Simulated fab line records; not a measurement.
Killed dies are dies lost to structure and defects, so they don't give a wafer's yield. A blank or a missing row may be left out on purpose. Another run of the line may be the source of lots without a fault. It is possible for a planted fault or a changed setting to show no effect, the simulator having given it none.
A lot that was struck, set against a sound lot :: flow nand harc :: 14 steps out of a route of 1302
Sound: wafers L332.3, L332.4, L332.6. The struck wafers were L348.2, L348.3, L348.6. The cause is given at the end.
Each step with rows lists, per side, the tool, then ch with its chambers, then its first start. Under that, the readings that differ: sound wafers :: struck wafers :: difference of the means :: sigmas: that difference in standard deviations of wafers without a fault.
alike: words and numbers the same on both sides, and readings whose means are apart by under 2 such deviations; not compared: readings that were withheld, readings missing a value for some wafer, numbers with overlapping values and no deviation given by the record, and bounds like >300 which may hide the same value.
The two part at a step that has a row with sigmas, a row that says differs or no value, or rows on one side only. Numbers that have no deviation but don't overlap get no sigmas and don't part them. A reading that every wafer of one side lacks parts them only if that side has two wafers or more.

NHARC_A_ZERO_WELL_INSPECT_17:
  sound on defect inspect-01 at day 8 19:13; struck on defect inspect-01 at day 15 15:05
  alike: raw defect count
then, 3 steps without rows for these wafers: NHARC_A_SOURCE_PLATE_PRECLEAN_00 (cleans in HF-LAST, time 60 s); NHARC_A_SOURCE_PLATE_SRD_01; NHARC_A_SOURCE_PLATE_OXIDE_02 (material SiO2, target thk 10 nm, ox time 1362 s).
NHARC_A_SOURCE_PLATE_THK_MEAS_09: measures by ellipsometry.
  sound on film metro-02 at day 9 02:13; struck on film metro-02 at day 15 21:56
  alike: thk nm
then, 3 steps without rows for these wafers: NHARC_A_SOURCE_PLATE_PVD_04 (deposits WSi2, target thk 50 nm); NHARC_A_SOURCE_PLATE_CVD_03 (deposits poly-Si, target thk 200 nm, time 4000 s); NHARC_A_SOURCE_PLATE_ANNEAL_05 (time 1800 s).
NHARC_A_SOURCE_PLATE_THK_MEAS_06: measures by ellipsometry.
  sound on film metro-01 at day 9 14:49; struck on film metro-01 at day 16 10:25
  alike: thk nm
NHARC_A_SOURCE_PLATE_INSPECT_08:
  sound on defect inspect-02 at day 9 14:55; struck on defect inspect-01 at day 16 10:29
  alike: raw defect count
NHARC_A_ONON_D1_DEP_00: target thk 1000 nm.
  sound on pecvd onon-03 ch 0, day 9 15:06; struck on pecvd onon-03 ch 0, day 16 10:37
NHARC_A_ONON_D1_THK_MEAS_02: measures by ellipsometry.
  sound on film metro-02 at day 9 15:30; struck on film metro-01 at day 16 11:04
reading: thk nm (nm)
sound: 1001 1002 1002
struck: 1470 1471 1471
difference: +469
sigmas: +39
after that, 1 step with no rows for these wafers: NHARC_A_ONON_D1_DEP_03 (target thk 1000 nm).
-- the record jumps here: 17 days lie between the struck wafers' starts before and after (it left off in module A_ONON_D1 and takes up again in module END, whose first step shown is number 1302 of the route) --
NHARC_END_SORT_01:
  here the record holds rows for the struck wafers (prober-02 ch 0, day 33 15:34) but none for the sound ones

## WHERE THEY PART
Earliest at NHARC_A_ONON_D1_THK_MEAS_02; latest, in this record, at NHARC_END_SORT_01.

WHY: whatever the simulator had introduced
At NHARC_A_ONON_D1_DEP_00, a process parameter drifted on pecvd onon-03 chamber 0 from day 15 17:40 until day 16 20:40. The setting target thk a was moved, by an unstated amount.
